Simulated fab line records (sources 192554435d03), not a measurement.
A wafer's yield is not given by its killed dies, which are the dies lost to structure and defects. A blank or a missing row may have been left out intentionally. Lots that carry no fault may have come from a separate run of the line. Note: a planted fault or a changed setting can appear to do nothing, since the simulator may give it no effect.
Code-filled problem report in 8D (eight disciplines) form -- flow n5 finfet -- the parts of the form that need people (team, actions taken, sign-off) are left out

1. WHAT IS WRONG
Mean of time to endpoint s at N5_STI_FIN_REVEAL_CMP_04: 219 s across 2 wafers in 2 lots; on wafers with no fault it is 105 s (standard deviation 5.1). That puts it +22 standard deviations away from the usual mean.
The step: polishes, stops on Si3N4, t overpolish 4 s, target thk 131.83 nm.
First observed at day 6 15:29: wafer L221.3, on cmp-02. The record holds 26 wafers of 9 lots with a number at this step. By rule, "out" or "out of limits" means more than 4 standard deviations away from the usual mean. All remaining wafers that have a number are taken as sound.

2. WHAT IT IS; WHAT IT IS NOT
question,is,is not
which readings at this step,time to endpoint s,"motor current A, overpolish run s"
which lots,"L221, L222","L205, L209, L210, L211, L213, L214, L218"
which wafers of those lots,"L221.3, L222.6","L221.1, L221.2, L222.4"
read on which tools,cmp-02,"cmp-01, cmp-04"
when,from day 6 15:29,up to then (23 sound wafers); but 1 sound wafer of L222 came after

3. WHAT RULES OUT EACH SUSPECT
Counting: any tool at a process step up to the reading remains a suspect provided it ran every lot that is out. Sound lots after the first of them don't rule it out here, since some wafers of a struck lot are sound.
- rie diel-05 at N5_FIN_CUT_CUT_ETCH_27 (etches SiO2 in CHF3/O2, target depth 4 nm, overetch 2 nm, time 4.9 s): kept. Every lot that is out went through it, the first being L221 (day 6 09:11); the last sound lot it ran before that was L218 (day 5 16:16).
- cmp-02 at N5_STI_FIN_REVEAL_CMP_04 (polishes, stops on Si3N4, t overpolish 4 s, target thk 131.83 nm): kept. Every lot that is out went through it, the first being L221 (day 6 15:29); the last sound lot it ran before that was L218 (day 5 21:53). On those wafers its own readings are out: time to endpoint s.
What counting leaves: rie diel-05 at N5_FIN_CUT_CUT_ETCH_27 and cmp-02 at N5_STI_FIN_REVEAL_CMP_04.

4. THE CAUSE (what the simulator had put in)
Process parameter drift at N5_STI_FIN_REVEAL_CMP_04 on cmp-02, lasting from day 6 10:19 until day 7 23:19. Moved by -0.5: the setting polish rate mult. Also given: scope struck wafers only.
Of the 2 suspects that counting leaves, this tool is one.

5. SEQUENCE OF EFFECTS, ordered by route
Each row: a reading whose mean over the struck wafers that have a number lies more than 3 standard deviations from the usual. Only readings for which the record gives a usual standard deviation are gone through. hours: the time from each lot's start at the first step in this table that gives one to its start at this step, as a median over the lots. sigmas: the change in usual standard deviations.
hours,step,reading,usual,on struck wafers,change,sigmas
0,N5_STI_FIN_REVEAL_CMP_04,time to endpoint s,105 s,219,+114,+22
Process steps it contains:
- N5_STI_FIN_REVEAL_CMP_04: polishes, stops on Si3N4, t overpolish 4 s, target thk 131.83 nm.
Later measuring or inspecting steps at which every struck wafer that the step has a row for has a number for every such reading, and none has moved that far: N5_BEOL_M4_RC_MEAS_101.

6. HOW IT WOULD HAVE BEEN CAUGHT EARLIER
The fault began at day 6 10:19; the first out-of-limits reading in this record came at day 6 15:29, 5 hours later.
